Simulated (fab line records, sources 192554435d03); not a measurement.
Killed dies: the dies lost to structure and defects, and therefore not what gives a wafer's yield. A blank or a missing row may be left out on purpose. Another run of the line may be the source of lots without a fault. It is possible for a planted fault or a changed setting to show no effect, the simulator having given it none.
A lot that was struck, set against a sound lot	flow n5_finfet	34 steps out of a route of 1938
Sound: wafers L513.1, L513.3, L513.5. Struck: wafer L522.1. (L522.4 of the same lot was not struck and is left out.) The cause comes at the end.
Per side, at each step with rows, come the tool, then ch with its chambers, and then its first start. Under that, the readings that differ: sound wafers	struck wafers	difference of the means	sigmas: that difference in standard deviations of wafers without a fault.
alike: a reading whose means differ by less than 2 such deviations, as well as words and numbers matching on both sides. not compared: withheld readings; readings where some wafer has no value; bounds like >300 that might hide an equal value; numbers whose values overlap and for which the record gives no deviation.
A row with sigmas, a row that says differs or no value, or rows on one side alone: a step with any of these is where the two part. When numbers do not overlap yet have no deviation, they are printed without sigmas and do not part them. A reading that every wafer of one side lacks parts them only if that side has two wafers or more.

first, 9 steps without rows for these wafers: N5_SD_EPI_P_DEVELOP_08 (develop time 30 s); N5_SD_EPI_P_DESCUM_14 (chemistry O2, time 7.9 s); N5_SD_EPI_P_ETCH_36 (etches SiARC in CF4, target depth 45.5 nm, time 75.8 s); N5_SD_EPI_P_ETCH_37 (etches SOC in N2/H2, overetch 108 nm, time 486 s); N5_SD_EPI_P_STRIP_38 (strips in N2/H2); N5_SD_EPI_P_ETCHBACK_46 (etches SiNx in CH3F/O2, stops on SiO2, target depth 17.5 nm); N5_SD_EPI_P_ETCH_47 (etches SiOCN in CH3F/O2, target depth 25 nm); N5_SD_EPI_P_ETCH_16 (etches SiO2 in CHF3/O2, target depth 5 nm); N5_SD_EPI_P_STRIP_50 (strips in CHF3/O2).
N5_SD_EPI_P_SD_RECESS_17: chemistry HBr/Cl2/O2, target depth 39.1 nm, bt time 3 s.
  sound on rie_si-05 ch 1,3, day 4 14:20; struck on rie_si-06 ch 0, day 6 18:32
reading	sound	struck	difference	sigmas
oes_product_au (a.u.)	0.999 0.987 0.991	1.035	+0.043	+3
model.SD_EPI_P.feature_depth_nm (nm)	39.2 38.6 39	26.2	-12.7	
model.etch.depth_nm (nm)	39.29 38.62 38.93	26.21	-12.74	
  alike: drypump_motor_current_A, throttle_valve_pct
  not compared: rf_hours_counter_h
then, 22 steps without rows for these wafers: N5_SD_EPI_P_WET_ETCH_45 (etches SiO2 in dHF, time 10.7 s, target depth 2 nm, rinse time 30 s); N5_SD_EPI_P_STRIP_40 (strips in N2/H2); N5_SD_EPI_P_PRECLEAN_52 (cleans in O3/DIW, time 60 s); N5_SD_EPI_P_SRD_20 (time 30 s); N5_SD_EPI_P_PRECLEAN_51 (cleans in NF3:NH3, afs cycles 1, time 20 s, sublimation time 60 s); N5_SD_EPI_P_VAPOR_ETCH_44 (etches SiGe30 in NF3/Ar, time 3.3 s); N5_SD_EPI_P_EPI_21 (deposits SiGe:B, time 355 s); N5_SD_EPI_P_HM_STRIP_48 (strips SiNx in H3PO4, material SiNx, target depth 3 nm); N5_SD_EPI_P_SRD_49 (time 30 s); N5_SD_EPI_P_PRECLEAN_24 (cleans in O3/DIW, time 45 s); N5_SD_EPI_P_PRECLEAN_32 (cleans in dHF, time 10 s); N5_SD_EPI_P_PRECLEAN_33 (cleans in SC2, time 45 s); N5_SD_EPI_P_SRD_25 (time 30 s); N5_SD_ACTIVATION_RTA_00 (time 0 s); N5_SD_ACTIVATION_LSA_01 (time 0.0008 s); N5_ILD0_LINER_00 (material SiNx, target thk 4 nm, pulse time 1 s, purge time 2 s); N5_ILD0_FCVD_FILL_01 (material SiO2 flowable, target thk 200 nm, time 328.3 s); N5_ILD0_CURE_02 (time 1800 s); N5_ILD0_CMP_03 (polishes, stops on SiNx, t overpolish 1.9 s, target thk 197.38 nm); N5_ILD0_CMP_07 (polishes SiO2 flowable, stops on poly-Si, t overpolish 1.18 s, target thk 138.88 nm); N5_ILD0_PRECLEAN_10 (cleans in NF3:NH3, afs cycles 5, time 20 s, sublimation time 60 s); N5_ILD0_ALD_15 (deposits SiNx, target thk 24 nm, pulse time 1 s, ald cycles 480).
-- the record jumps here: 4 days lie between the struck wafers' starts before and after (it left off in module ILD0 and takes up again in module BEOL_M4, whose first step shown is number 1111 of the route) --
N5_BEOL_M4_RC_MEAS_101:
  sound on prober-02 ch 0, day 9 10:13; struck on prober-01 ch 0, day 11 06:19
reading	sound	struck	difference	sigmas
CJ_P	5.87 5.99 5.93	2.67	-3.26	-18
IOFF_P (nA/um)	0.20 0.24 0.21	0.12	-0.10	-3
ION_P (uA/um)	460 463 463	386	-76	-10
REXT_P (ohm.um)	97.7 98.7 98.8	114.7	+16.3	+7
VT_P (mV)	-247 -245 -247	-263	-17	-5
VT_P_LVT (mV)	-99 -97 -98	-109	-11	-4
  alike: DIBL_N, DIBL_P, IOFF_N, ION_N, SS_N, SS_P, VT_N
-- the record jumps here: 4 days lie between the struck wafers' starts before and after (it left off in module BEOL_M4 and takes up again in module PASSIVATION, whose first step shown is number 1936 of the route) --
N5_PASSIVATION_PROBE_49:
  record: rows for the struck wafers here (prober-02, day 15 17:47), none for the sound ones

== WHERE THEY PART ==
Earliest at N5_SD_EPI_P_SD_RECESS_17; latest, in this record, at N5_PASSIVATION_PROBE_49.

WHY: what the simulator had put in
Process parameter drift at N5_SD_EPI_P_SD_RECESS_17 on rie_si-06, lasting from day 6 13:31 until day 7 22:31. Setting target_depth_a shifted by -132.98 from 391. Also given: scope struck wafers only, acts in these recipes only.
